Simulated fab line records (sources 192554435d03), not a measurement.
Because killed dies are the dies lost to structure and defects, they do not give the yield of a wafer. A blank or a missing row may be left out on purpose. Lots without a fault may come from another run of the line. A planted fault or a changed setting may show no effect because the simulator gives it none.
Chamber matching + flow n5Finfet + N5_SDB_HM_DEP_00 on pecvd-02: 3 sister chambers
The step deposits SiNx from SiH4/NH3/N2, target thk 40 nm, time 35.3 s. 3 wafers are shown with their chamber, then 7 later ones without.

## WAFERS WITH THEIR CHAMBER
| wafer  | chamber | showerheadPlenumPTorr (Torr) |
|--------|---------|------------------------------|
| L077.3 | 0       | 5.17                         |
| L080.5 | 1       | 5.19                         |
| L083.4 | 2       | 5.29                         |

## WAFERS WHOSE CHAMBER IS MISSING
| wafer  | showerheadPlenumPTorr (Torr) |
|--------|------------------------------|
| L083.5 | 5.18                         |
| L091.2 | 5.18                         |
| L091.3 | 5.19                         |
| L091.4 | 5.18                         |
| L097.1 | 5.18                         |
| L097.4 | 5.19                         |
| L097.5 | 5.19                         |

## WHICH CHAMBER EACH WENT THROUGH
| wafer  | from the rows above     | in truth                   |
|--------|-------------------------|----------------------------|
| L083.5 | can't be placed: 0 or 1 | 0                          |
| L091.2 | can't be placed: 0 or 1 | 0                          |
| L091.3 | 1                       | 1                          |
| L091.4 | can't be placed: 0 or 1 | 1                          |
| L097.1 | can't be placed: 0 or 1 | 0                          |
| L097.4 | 1                       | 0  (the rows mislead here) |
| L097.5 | 1                       | 1                          |
Placed correctly: 2 of 7. Cannot be placed on the basis of these rows: 4; the candidates contain the true chamber in 4. 1 placed wrongly.
How it was worked out, from the rows above alone: a wafer's distance from a chamber is the root of the sum, over the readings, of the square of ((its reading less the chamber's mean) divided by the reading's scatter). If the next closest chamber is less than 2 further off than the closest, the wafer can't be placed; otherwise it belongs to the closest. The mean given for a chamber averages the wafers shown for that chamber. The scatter (one wafer shown for each chamber): square how far every hidden wafer sits from the nearest shown wafer, average those squares and take the square root.
